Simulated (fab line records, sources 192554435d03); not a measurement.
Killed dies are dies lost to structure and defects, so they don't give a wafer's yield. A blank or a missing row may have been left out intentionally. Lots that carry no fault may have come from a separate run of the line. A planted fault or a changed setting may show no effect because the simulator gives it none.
fab line records	flow n5-finfet
record lots=24	wafers=72	last-day=17
route steps=1938 shown BEOL_M4@1094 BEOL_M5@1116
lots with no fault: from the same line, run without faults
start-h: the number of hours between the record's first day and the start of the first shown wafer of the lot	wait-h: hours elapsed since this lot's preceding step	" same as the row above	L1.1+2: a single row standing in for several wafers	- no value, or no start given	* or withheld: withheld	< > ~ a bound
route shown NAME@n: names a module that has steps shown in the file, with the first one's number in the route	usual: the fault-free wafers' mean and standard deviation	same: alike in all rows	chamber/n: place in a boat	sites: each site's reading	_std_site: how widely they spread, as a standard deviation	_edge_site: inner sites' mean taken away from outer sites' mean	radius-mm: for every site, how far away it sits from the centre of the wafer	mask NAME#n: copy n	behind: tool/chamber where the wafer was last shaped	hold: reason for holding the lot/hours on hold/outcome of the hold	device: the n, p or np transistor that did not switch	end of line: at the end of the route, the tests of the same wafers	a step given without rows: its recipe and nothing more	killed: count of dies lost to structure and defects at first sort (not the wafer's yield)	map: a wafer's dies, marking killed ones x, the rest . and places with no die _
set.NAME: the setting the step ran with; set.NAME@STEP: the setting that earlier step ran with	model.NAME: the simulator's own value behind a step, which no gauge read
route steps across a sampled set of lots; one table per step, one row per wafer
services: from which hour (start-h, from the record's first day; less than 0 if before it) a tool's chamber was out of use, for how many hours, and why
## steps
# step N5_BEOL_M4_SPUTTER_90
# recipe material=Cu	target-thk-a=45	temp-c=-20	chamber-pressure-pa=0.07	power-w=withheld	time-s=8.29
# usual throttle-valve-pct=30.2/1.1
lot.wafer	tool	chamber	start-h	wait-h	throttle-valve-pct
L074.1	pvd-sputter-03	-	165.19	0.1	28.5
L074.2	"	-	"	"	30.5
L074.4	"	-	"	"	31.3
L075.1	pvd-sputter-03	-	174.84	0.1	28.9
L075.3	"	-	"	"	30.7
L075.4	"	-	"	"	28.8
L076.2	pvd-sputter-03	-	183.05	0.1	30.9
L076.3	"	-	"	"	28.7
L076.5	"	-	"	"	30.5
L077.2	pvd-sputter-03	-	195.12	0.1	30.6
L077.5	"	-	"	"	29.0
L077.6	"	-	"	"	28.7
L081.1	pvd-sputter-02	-	201.22	0.1	30.1
L081.5	"	-	"	"	29.7
L081.6	"	-	"	"	30.3
L079.1	pvd-sputter-01	-	201.28	0.1	30.0
L079.3	"	-	"	"	31.2
L079.4	"	-	"	"	33.0
L080.3	pvd-sputter-03	-	201.88	0.1	28.9
L080.4	"	-	"	"	30.4
L080.5	"	-	"	"	31.1
L078.1	pvd-sputter-02	-	203.10	0.1	30.2
L078.5	"	-	"	"	30.9
L078.6	"	-	"	"	30.2
L082.3	pvd-sputter-01	-	203.42	0.1	32.7
L082.4	"	-	"	"	31.2
L082.6	"	-	"	"	30.2
L083.2	pvd-sputter-01	-	218.49	0.1	32.8
L083.4	"	-	"	"	30.1
L083.5	"	-	"	"	30.5
L084.2	pvd-sputter-03	-	223.85	0.1	28.9
L084.5	"	-	"	"	30.8
L084.6	"	-	"	"	31.3
L085.2	pvd-sputter-01	-	242.68	0.1	31.5
L085.3	"	-	"	"	30.4
L085.4	"	-	"	"	32.7
L087.4	pvd-sputter-02	-	242.90	0.1	30.2
L087.5	"	-	"	"	29.7
L087.6	"	-	"	"	30.2
L086.1	pvd-sputter-03	-	251.30	0.1	28.6
L086.3	"	-	"	"	30.2
L086.4	"	-	"	"	31.1
L089.1	pvd-sputter-03	-	254.40	0.1	28.9
L089.3	"	-	"	"	30.6
L089.4	"	-	"	"	28.6
L091.2	pvd-sputter-02	-	259.22	0.1	29.6
L091.3	"	-	"	"	30.8
L091.5	"	-	"	"	30.4
L088.3	pvd-sputter-01	-	259.51	0.1	30.5
L088.5	"	-	"	"	30.2
L088.6	"	-	"	"	29.8
L090.1	pvd-sputter-02	-	262.56	0.1	30.3
L090.4	"	-	"	"	30.4
L090.6	"	-	"	"	30.6
L093.3	pvd-sputter-03	-	273.71	0.1	30.7
L093.4	"	-	"	"	30.7
L093.5	"	-	"	"	28.7
L092.4	pvd-sputter-03	-	285.05	0.1	30.3
L092.5	"	-	"	"	28.7
L092.6	"	-	"	"	28.6
L094.1	pvd-sputter-03	-	294.05	0.1	30.6
L094.4	"	-	"	"	31.0
L094.6	"	-	"	"	31.3
L096.1	pvd-sputter-01	-	308.20	0.1	32.9
L096.3	"	-	"	"	31.2
L096.5	"	-	"	"	30.2
L095.1	pvd-sputter-02	-	308.33	0.1	29.8
L095.3	"	-	"	"	30.9
L095.4	"	-	"	"	30.4
L097.3	pvd-sputter-03	-	311.70	0.1	31.1
L097.4	"	-	"	"	28.8
L097.6	"	-	"	"	31.1
# step N5_BEOL_M4_INSPECT_59
# recipe inspect-instrument=darkfield	mode=post-dep
# usual raw-defect-count=75/27
lot.wafer	tool	chamber	start-h	wait-h	raw-defect-count
L074.1	defect-inspect-01	-	166.93	0.0	62
L074.2	"	-	"	"	50
L074.4	"	-	"	"	81
L075.1	defect-inspect-01	-	176.58	0.0	92
L075.3	"	-	"	"	76
L075.4	"	-	"	"	74
L076.2	defect-inspect-02	-	184.80	0.0	43
L076.3	"	-	"	"	57
L076.5	"	-	"	"	43
L077.2	defect-inspect-02	-	197.06	0.0	71
L077.5	"	-	"	"	68
L077.6	"	-	"	"	77
L081.1	defect-inspect-02	-	202.98	0.0	77
L081.5	"	-	"	"	86
L081.6	"	-	"	"	66
L079.1	defect-inspect-02	-	203.09	0.0	93
L079.3	"	-	"	"	128
L079.4	"	-	"	"	74
L080.3	defect-inspect-02	-	203.64	0.0	50
L080.4	"	-	"	"	47
L080.5	"	-	"	"	70
L078.1	defect-inspect-02	-	204.95	0.0	62
L078.5	"	-	"	"	42
L078.6	"	-	"	"	67
L082.3	defect-inspect-02	-	205.23	0.0	127
L082.4	"	-	"	"	75
L082.6	"	-	"	"	93
L083.2	defect-inspect-02	-	220.43	0.0	50
L083.4	"	-	"	"	71
L083.5	"	-	"	"	53
L084.2	defect-inspect-02	-	225.59	0.0	56
L084.5	"	-	"	"	48
L084.6	"	-	"	"	49
L085.2	defect-inspect-01	-	244.41	0.0	57
L085.3	"	-	"	"	47
L085.4	"	-	"	"	65
L087.4	defect-inspect-01	-	244.68	0.0	49
L087.5	"	-	"	"	62
L087.6	"	-	"	"	51
L086.1	defect-inspect-02	-	253.03	0.0	99
L086.3	"	-	"	"	75
L086.4	"	-	"	"	128
L089.1	defect-inspect-01	-	256.14	0.0	87
L089.3	"	-	"	"	56
L089.4	"	-	"	"	72
L091.2	defect-inspect-01	-	260.95	0.0	58
L091.3	"	-	"	"	95
L091.5	"	-	"	"	106
L088.3	defect-inspect-01	-	261.25	0.0	60
L088.5	"	-	"	"	54
L088.6	"	-	"	"	71
L090.1	defect-inspect-01	-	264.29	0.0	95
L090.4	"	-	"	"	58
L090.6	"	-	"	"	119
L093.3	defect-inspect-02	-	275.72	0.0	58
L093.4	"	-	"	"	92
L093.5	"	-	"	"	63
L092.4	defect-inspect-01	-	286.79	0.0	96
L092.5	"	-	"	"	77
L092.6	"	-	"	"	61
L094.1	defect-inspect-01	-	295.78	0.0	71
L094.4	"	-	"	"	112
L094.6	"	-	"	"	46
L096.1	defect-inspect-02	-	310.00	0.0	196
L096.3	"	-	"	"	124
L096.5	"	-	"	"	134
L095.1	defect-inspect-02	-	310.25	0.0	46
L095.3	"	-	"	"	49
L095.4	"	-	"	"	45
L097.3	defect-inspect-01	-	313.55	0.0	86
L097.4	"	-	"	"	80
L097.6	"	-	"	"	104
# step N5_BEOL_M5_HM_DEP_02
# recipe material=TiN	target-thk-a=200	temp-c=25	chamber-pressure-pa=0.49996
# usual throttle-valve-pct=30.5/1.1
lot.wafer	tool	chamber	start-h	wait-h	throttle-valve-pct
L074.1	pvd-sputter-02	-	172.63	3.8	30.0
L074.2	"	-	"	"	30.7
L074.4	"	-	"	"	30.5
L075.1	pvd-sputter-01	-	180.07	1.9	30.2
L075.3	"	-	"	"	32.7
L075.4	"	-	"	"	30.3
L076.2	pvd-sputter-03	-	187.34	0.9	28.6
L076.3	"	-	"	"	31.3
L076.5	"	-	"	"	30.9
L077.2	pvd-sputter-01	-	199.32	0.6	29.9
L077.5	"	-	"	"	31.2
L077.6	"	-	"	"	32.9
L081.1	pvd-sputter-03	-	204.64	0.0	29.0
L081.5	"	-	"	"	28.5
L081.6	"	-	"	"	31.1
L079.1	pvd-sputter-01	-	206.16	1.5	32.6
L079.3	"	-	"	"	29.9
L079.4	"	-	"	"	30.6
L080.3	pvd-sputter-01	-	206.34	0.8	32.7
L080.4	"	-	"	"	31.4
L080.5	"	-	"	"	30.4
L078.1	pvd-sputter-01	-	207.02	0.5	33.1
L078.5	"	-	"	"	31.6
L078.6	"	-	"	"	30.3
L082.3	pvd-sputter-03	-	207.78	0.7	31.1
L082.4	"	-	"	"	30.4
L082.6	"	-	"	"	28.9
L083.2	pvd-sputter-03	-	222.41	0.4	31.0
L083.4	"	-	"	"	28.7
L083.5	"	-	"	"	31.3
L084.2	pvd-sputter-03	-	228.31	1.1	28.6
L084.5	"	-	"	"	30.8
L084.6	"	-	"	"	28.6
L085.2	pvd-sputter-02	-	247.16	1.1	30.4
L085.3	"	-	"	"	31.0
L085.4	"	-	"	"	29.5
L087.4	pvd-sputter-02	-	247.26	0.9	30.2
L087.5	"	-	"	"	29.7
L087.6	"	-	"	"	30.2
L086.1	pvd-sputter-03	-	256.80	2.2	29.0
L086.3	"	-	"	"	30.5
L086.4	"	-	"	"	31.4
L089.1	pvd-sputter-02	-	260.38	2.6	30.8
L089.3	"	-	"	"	30.3
L089.4	"	-	"	"	29.8
L091.2	pvd-sputter-02	-	263.68	1.1	30.4
L091.3	"	-	"	"	30.0
L091.5	"	-	"	"	31.1
L088.3	pvd-sputter-01	-	264.43	1.0	30.1
L088.5	"	-	"	"	30.7
L088.6	"	-	"	"	30.0
L090.1	pvd-sputter-03	-	266.77	0.4	30.6
L090.4	"	-	"	"	28.7
L090.6	"	-	"	"	31.4
L093.3	pvd-sputter-01	-	278.05	0.7	32.9
L093.4	"	-	"	"	30.0
L093.5	"	-	"	"	32.8
L092.4	pvd-sputter-01	-	290.12	1.2	30.1
L092.5	"	-	"	"	33.1
L092.6	"	-	"	"	30.0
L094.1	pvd-sputter-02	-	298.09	0.7	30.3
L094.4	"	-	"	"	30.3
L094.6	"	-	"	"	29.8
L096.1	pvd-sputter-02	-	312.29	0.7	30.9
L096.3	"	-	"	"	29.6
L096.5	"	-	"	"	29.7
L095.1	pvd-sputter-02	-	312.47	0.6	31.0
L095.3	"	-	"	"	29.8
L095.4	"	-	"	"	30.1
L097.3	pvd-sputter-01	-	315.66	0.5	30.0
L097.4	"	-	"	"	30.1
L097.6	"	-	"	"	30.3
# step N5_BEOL_M5_VIA_ETCH_34
# recipe chemistry=C4F6/O2	target=SiCOH_lowk	target-depth-a=883	mask-material=SOC	taper-deg=4	time-s=39.2	ion-energy-ev=250	pressure-mtorr=30	source-w=345	bias-w=185	Ar_flow_sccm=300	C4F6_flow_sccm=10	O2_flow_sccm=10
# usual drypump-motor-current-A=5.5/0.48	oes-product-au=0.75/0.056	rf-vpp-V=663/12	showerhead-plenum-p-Torr=2.86/0.12	throttle-valve-pct=21.03/0.22
lot.wafer	tool	chamber	start-h	wait-h	drypump-motor-current-A	oes-product-au	rf-hours-counter-h	rf-vpp-V	showerhead-plenum-p-Torr	throttle-valve-pct
L074.1	rie-diel-03	2	175.41	0.0	6.4	0.75	154	685	2.96	20.69
L074.2	"	3	"	"	5.8	0.77	107	684	2.97	20.91
L074.4	"	0	"	"	5.3	0.73	177	644	2.84	21.18
L075.1	rie-diel-02	2	181.83	0.0	6.1	0.77	111	662	2.65	21.21
L075.3	"	3	"	"	5.6	0.86	54	665	3.02	20.93
L075.4	"	1	"	"	4.9	0.70	203	666	2.73	20.63
L076.2	rie-diel-03	3	190.53	0.0	5.8	0.78	111	683	2.97	20.93
L076.3	"	0	"	"	5.3	0.74	181	645	2.84	21.19
L076.5	"	0	"	"	5.3	0.74	-	644	2.84	21.18
L077.2	rie-diel-02	1	202.77	0.0	4.9	0.70	208	665	2.73	20.65
L077.5	"	3	"	"	5.6	0.86	-	666	3.02	20.95
L077.6	"	2	"	"	6.1	0.79	-	661	2.64	21.22
L081.1	rie-diel-03	0	206.45	0.0	5.3	0.73	185	646	2.84	21.20
L081.5	"	0	"	"	5.3	0.73	-	645	2.84	21.19
L081.6	"	1	"	"	5.2	0.72	-	642	2.85	21.20
L079.1	rie-diel-03	1	209.88	0.0	5.2	0.72	162	644	2.85	21.20
L079.3	"	0	"	"	5.3	0.73	186	645	2.84	21.21
L079.4	"	2	"	"	6.5	0.74	164	684	2.95	20.70
L080.3	rie-diel-01	2	210.17	0.0	4.8	0.91	27	657	3.02	20.83
L080.4	"	0	"	"	6.2	0.71	197	662	2.93	20.95
L080.5	"	2	"	"	4.8	0.92	-	657	3.02	20.83
L078.1	rie-diel-03	1	210.27	0.0	5.2	0.72	162	643	2.85	21.21
L078.5	"	1	"	"	5.2	0.72	-	641	2.85	21.20
L078.6	"	2	"	"	6.4	0.74	-	683	2.95	20.69
L082.3	rie-diel-02	0	215.50	0.0	5.3	0.73	178	662	2.85	21.23
L082.4	"	3	"	"	5.6	0.85	63	666	3.02	20.96
L082.6	"	0	"	"	5.3	0.72	-	665	2.85	21.23
L083.2	rie-diel-02	1	224.11	0.0	4.9	0.71	214	666	2.72	20.64
L083.4	"	3	"	"	5.6	0.84	66	666	3.02	20.96
L083.5	"	3	"	"	5.6	0.85	-	666	3.02	20.95
L084.2	rie-diel-02	1	230.28	0.0	4.9	0.70	216	667	2.72	20.67
L084.5	"	2	"	"	6.0	0.78	-	659	2.64	21.24
L084.6	"	1	"	"	4.9	0.70	-	666	2.72	20.64
L085.2	rie-diel-03	0	251.51	0.0	5.3	0.72	197	644	2.83	21.20
L085.3	"	3	"	"	5.9	0.76	129	683	2.96	20.95
L085.4	"	1	"	"	5.2	0.71	175	644	2.85	21.23
L087.4	rie-diel-02	3	251.77	0.0	5.6	0.83	75	666	3.01	20.95
L087.5	"	3	"	"	5.6	0.83	-	667	3.01	20.97
L087.6	"	2	"	"	6.0	0.76	-	659	2.64	21.24
L086.1	rie-diel-02	2	260.25	0.0	6.0	0.76	135	663	2.63	21.24
L086.3	"	3	"	"	5.6	0.83	78	665	3.01	20.97
L086.4	"	1	"	"	4.9	0.70	226	666	2.72	20.69
L089.1	rie-diel-02	0	263.75	0.0	5.3	0.71	194	662	2.85	21.25
L089.3	"	2	"	"	6.1	0.75	136	660	2.63	21.24
L089.4	"	3	"	"	5.6	0.83	79	667	3.01	20.96
L091.2	rie-diel-02	0	265.72	0.0	5.3	0.70	195	663	2.85	21.24
L091.3	"	2	"	"	6.1	0.75	137	662	2.63	21.27
L091.5	"	0	"	"	5.3	0.71	-	665	2.85	21.25
L088.3	rie-diel-03	2	266.19	0.0	6.5	0.73	181	684	2.94	20.72
L088.5	"	2	"	"	6.4	0.73	-	685	2.94	20.75
L088.6	"	3	"	"	5.8	0.75	-	682	2.96	20.95
L090.1	rie-diel-01	2	270.52	0.0	4.8	0.89	44	655	3.01	20.85
L090.4	"	0	"	"	6.1	0.69	215	663	2.92	20.96
L090.6	"	3	"	"	5.2	0.74	-	655	2.85	21.24
L093.3	rie-diel-01	1	280.13	0.0	5.8	0.81	67	671	2.97	20.98
L093.4	"	2	"	"	4.8	0.87	46	655	3.01	20.85
L093.5	"	2	"	"	4.8	0.89	-	654	3.01	20.84
L092.4	rie-diel-02	3	291.69	0.0	5.6	0.82	88	667	3.01	20.98
L092.5	"	1	"	"	4.9	0.69	-	665	2.71	20.68
L092.6	"	0	"	"	5.3	0.71	-	663	2.84	21.27
L094.1	rie-diel-01	3	299.66	0.0	5.2	0.74	190	654	2.85	21.25
L094.4	"	2	"	"	4.8	0.87	51	657	3.00	20.86
L094.6	"	3	"	"	5.2	0.74	-	653	2.85	21.25
L096.1	rie-diel-02	1	315.34	0.0	4.9	0.68	244	667	2.71	20.68
L096.3	"	3	"	"	5.6	0.81	96	665	3.00	21.01
L096.5	"	1	"	"	4.9	0.68	-	667	2.71	20.69
L095.1	rie-diel-03	0	315.76	0.0	5.3	0.71	216	644	2.82	21.24
L095.3	"	3	"	"	5.9	0.72	148	682	2.95	20.99
L095.4	"	1	"	"	5.2	0.69	194	640	2.84	21.25
L097.3	rie-diel-02	0	319.64	0.0	5.3	0.70	213	663	2.84	21.26
L097.4	"	2	"	"	6.1	0.74	153	661	2.63	21.27
L097.6	"	0	"	"	5.3	0.70	-	664	2.84	21.27
# step N5_BEOL_M5_ANNEAL_51
# recipe temp-c=225	time-s=90	ambient=N2
# usual wafer_temp_C_max=225.95/0.27
lot.wafer	tool	chamber	start-h	wait-h	wafer_temp_C_max
L074.1	rtp-anneal-01	0	181.43	0.1	225.82
L074.2	"	0	"	"	225.89
L074.4	"	0	"	"	226.25
L075.1	rtp-anneal-01	0	188.47	0.1	225.84
L075.3	"	0	"	"	226.07
L075.4	"	0	"	"	225.92
L076.2	rtp-anneal-02	0	197.02	0.4	225.62
L076.3	"	0	"	"	225.70
L076.5	"	0	"	"	225.88
L077.2	rtp-anneal-01	0	209.24	0.1	225.80
L077.5	"	0	"	"	225.82
L077.6	"	0	"	"	226.48
L081.1	rtp-anneal-01	0	212.63	0.1	225.72
L081.5	"	0	"	"	225.79
L081.6	"	0	"	"	226.18
L079.1	rtp-anneal-01	0	216.06	0.1	226.07
L079.3	"	0	"	"	226.32
L079.4	"	0	"	"	225.75
L080.3	rtp-anneal-02	0	216.30	0.1	225.85
L080.4	"	0	"	"	226.14
L080.5	"	0	"	"	226.25
L078.1	rtp-anneal-02	0	217.65	0.2	226.22
L078.5	"	0	"	"	226.11
L078.6	"	0	"	"	225.86
L082.3	rtp-anneal-02	0	221.79	0.1	226.05
L082.4	"	0	"	"	225.86
L082.6	"	0	"	"	226.34
L083.2	rtp-anneal-01	0	230.90	0.4	225.97
L083.4	"	0	"	"	225.86
L083.5	"	0	"	"	225.76
L084.2	rtp-anneal-01	0	237.65	0.1	226.33
L084.5	"	0	"	"	225.96
L084.6	"	0	"	"	225.85
L085.2	rtp-anneal-01	0	257.50	0.1	225.26
L085.3	"	0	"	"	226.02
L085.4	"	0	"	"	225.76
L087.4	rtp-anneal-02	0	258.08	0.2	226.10
L087.5	"	0	"	"	226.20
L087.6	"	0	"	"	226.51
L086.1	rtp-anneal-02	0	266.74	0.2	225.95
L086.3	"	0	"	"	226.47
L086.4	"	0	"	"	226.51
L089.1	rtp-anneal-01	0	270.39	0.1	225.63
L089.3	"	0	"	"	225.84
L089.4	"	0	"	"	225.56
L091.2	rtp-anneal-02	0	272.38	0.1	226.10
L091.3	"	0	"	"	226.14
L091.5	"	0	"	"	225.72
L090.1	rtp-anneal-01	0	277.32	0.4	226.03
L090.4	"	0	"	"	225.41
L090.6	"	0	"	"	225.84
L088.3	rtp-anneal-01	0	278.49	0.5	225.65
L088.5	"	0	"	"	226.06
L088.6	"	0	"	"	225.60
L093.3	rtp-anneal-01	0	287.71	0.1	225.59
L093.4	"	0	"	"	225.76
L093.5	"	0	"	"	225.78
L092.4	rtp-anneal-01	0	299.47	0.2	225.66
L092.5	"	0	"	"	225.98
L092.6	"	0	"	"	225.78
L094.1	rtp-anneal-02	0	306.35	0.2	225.57
L094.4	"	0	"	"	225.85
L094.6	"	0	"	"	226.16
L096.1	rtp-anneal-02	0	321.31	0.1	225.94
L096.3	"	0	"	"	225.75
L096.5	"	0	"	"	225.86
L095.1	rtp-anneal-02	0	321.99	0.1	226.09
L095.3	"	0	"	"	226.18
L095.4	"	0	"	"	226.02
L097.3	rtp-anneal-02	0	326.01	0.1	225.75
L097.4	"	0	"	"	225.90
L097.6	"	0	"	"	226.21
# step N5_BEOL_M5_CMP_52
# recipe stop-on=SiCOH_lowk	t-overpolish-s=6.9	down-force-psi=1	platen-rpm=50	clearing-platen-down-force-psi=1.5	clearing-platen-rpm=50	post-cmp-clean=cu-alkaline	target-thk-nm=62	clearing-platen-pad-velocity-m-s=0.99484	pad-velocity-m-s=0.99484
# usual barrier-field-endpoint-s=24.5/0.62	edge-zone-pressure-frac=1.000/0.0048	motor-current-A=6.1/0.48	overpolish-run-s=6.900/0.0081	time-to-endpoint-s=63/3.1
lot.wafer	tool	chamber	start-h	wait-h	barrier-field-endpoint-s	edge-zone-pressure-frac	motor-current-A	overpolish-run-s	time-to-endpoint-s
L074.4	cmp-02	3	181.73	0.1	23.8	0.997	5.9	6.904	56
L074.2	"	0	"	"	24.1	1.002	6.6	6.904	60
L074.1	"	2	"	"	24.6	0.997	6.3	6.903	62
L075.1	cmp-02	0	188.78	0.3	24.0	1.000	6.2	6.904	62
L075.4	"	2	"	"	24.8	0.997	6.8	6.898	62
L075.3	"	3	"	"	23.7	1.007	6.2	6.905	58
L076.3	cmp-01	2	197.32	0.2	24.8	0.994	7.0	6.914	68
L076.2	"	3	"	"	24.1	0.993	5.6	6.906	61
L076.5	"	1	"	"	25.1	0.995	6.5	6.881	65
L077.2	cmp-01	2	209.61	0.3	25.0	1.006	7.0	6.906	64
L077.6	"	3	"	"	23.4	0.996	5.8	6.895	58
L077.5	"	0	"	"	23.9	1.001	5.6	6.904	58
L081.1	cmp-01	1	212.96	0.3	24.6	0.997	6.6	6.904	64
L081.5	"	0	"	"	24.5	1.001	5.7	6.895	62
L081.6	"	1	"	"	24.4	0.998	6.4	6.890	59
L079.3	cmp-01	2	216.35	0.2	25.2	1.005	6.7	6.894	66
L079.4	"	3	"	"	24.4	1.003	5.4	6.910	62
L079.1	"	0	"	"	25.2	0.994	5.7	6.898	64
L080.4	cmp-01	0	216.62	0.2	24.4	1.007	5.6	6.905	61
L080.3	"	2	"	"	24.3	0.999	6.8	6.892	64
L080.5	"	0	"	"	23.8	0.998	5.4	6.892	59
L078.1	cmp-03	0	218.06	0.4	23.7	1.002	6.0	6.896	60
L078.6	"	1	"	"	24.1	1.011	6.0	6.895	61
L078.5	"	2	"	"	23.6	1.005	7.2	6.910	59
L082.4	cmp-03	2	222.03	0.2	23.4	0.990	6.7	6.892	61
L082.3	"	0	"	"	23.9	0.988	5.7	6.904	61
L082.6	"	2	"	"	24.1	0.989	6.3	6.901	60
L083.4	cmp-03	3	231.39	0.2	24.3	0.999	6.7	6.886	64
L083.2	"	1	"	"	23.7	0.995	6.8	6.892	61
L083.5	"	3	"	"	24.2	0.998	6.7	6.892	62
L084.2	cmp-03	2	237.90	0.2	24.1	0.995	6.7	6.900	62
L084.6	"	2	"	"	24.6	1.001	6.8	6.894	62
L084.5	"	3	"	"	24.4	1.008	6.8	6.914	64
L085.3	cmp-01	3	257.75	0.2	24.0	1.002	5.9	6.909	61
L085.2	"	0	"	"	24.9	1.004	5.5	6.904	66
L085.4	"	1	"	"	25.0	0.993	6.4	6.904	65
L087.4	cmp-03	0	258.31	0.2	25.2	1.003	5.6	6.909	65
L087.5	"	2	"	"	24.8	0.992	6.6	6.894	66
L087.6	"	3	"	"	25.4	0.996	6.4	6.919	64
L086.4	cmp-02	2	267.07	0.2	23.9	0.996	6.1	6.899	62
L086.1	"	3	"	"	22.9	1.011	6.0	6.902	57
L086.3	"	0	"	"	23.9	1.000	6.6	6.901	60
L089.4	cmp-01	0	270.69	0.1	25.3	1.009	5.5	6.922	64
L089.1	"	2	"	"	25.1	0.999	6.7	6.913	66
L089.3	"	3	"	"	24.4	1.007	5.7	6.912	64
L091.3	cmp-01	0	272.64	0.2	24.8	0.990	5.8	6.897	68
L091.2	"	2	"	"	25.3	1.001	6.8	6.895	71
L091.5	"	1	"	"	25.3	0.998	6.1	6.914	68
L090.4	cmp-03	1	277.69	0.2	24.5	1.000	6.3	6.898	61
L090.1	"	2	"	"	24.4	1.002	6.4	6.908	61
L090.6	"	3	"	"	25.1	1.001	6.1	6.897	63
L088.3	cmp-01	0	278.69	0.2	25.4	0.995	5.1	6.903	67
L088.5	"	0	"	"	24.8	0.997	5.7	6.906	63
L088.6	"	1	"	"	25.4	0.993	6.2	6.893	68
L093.4	cmp-01	3	287.92	0.1	24.3	1.006	5.9	6.902	61
L093.3	"	0	"	"	23.9	0.988	5.6	6.909	64
L093.5	"	0	"	"	23.9	0.998	5.3	6.893	65
L092.4	cmp-01	3	299.67	0.2	24.4	1.003	5.9	6.887	61
L092.5	"	2	"	"	25.8	1.002	6.7	6.911	67
L092.6	"	3	"	"	25.0	0.999	5.9	6.914	62
L094.1	cmp-01	1	306.67	0.3	23.5	1.003	6.1	6.898	63
L094.4	"	3	"	"	24.8	0.999	5.6	6.892	61
L094.6	"	2	"	"	25.3	1.009	6.6	6.894	66
L096.3	cmp-01	2	321.61	0.2	24.6	0.995	7.0	6.898	66
L096.1	"	3	"	"	23.7	1.000	5.7	6.893	60
L096.5	"	2	"	"	25.5	1.000	6.1	6.909	70
L095.3	cmp-01	0	322.30	0.2	24.1	0.997	5.6	6.896	62
L095.4	"	2	"	"	25.3	1.002	6.9	6.902	69
L095.1	"	3	"	"	23.9	0.999	5.7	6.912	62
L097.3	cmp-02	1	326.29	0.2	24.3	1.014	5.7	6.902	64
L097.4	"	2	"	"	24.1	1.002	6.5	6.904	62
L097.6	"	3	"	"	23.5	0.998	6.3	6.885	57
## services
tool	chamber	start-h	hours	kind
rie-diel-03	2	153.41	8.3	repair
cmp-03	-	157.44	0.8	repair
rie-diel-03	1	168.76	2.7	repair
cmp-03	-	178.16	0.6	repair
rie-diel-01	1	178.44	15.9	repair
cmp-03	-	192.81	6.1	repair
cmp-02	-	202.31	4.0	pm
cmp-01	-	208.03	0.7	repair
rie-diel-03	0	215.28	6.4	repair
cmp-02	-	226.91	0.8	repair
rtp-anneal-02	-	232.48	3.3	pm
cmp-02	-	236.26	5.6	pm
pvd-sputter-02	-	238.19	1.5	repair
cmp-02	-	245.99	3.0	repair
rie-diel-01	-	250.99	1.8	repair
cmp-02	-	263.63	1.8	repair
pvd-sputter-02	-	285.64	5.0	repair
rie-diel-02	2	286.38	3.2	repair
cmp-01	-	290.30	4.0	pm
cmp-01	-	294.30	-	consumable-replace:conditioner
cmp-02	-	304.06	5.2	repair
cmp-02	-	312.51	2.7	repair
rie-diel-03	3	322.36	15.4	repair
cmp-02	-	323.23	0.9	repair
## key
fault none
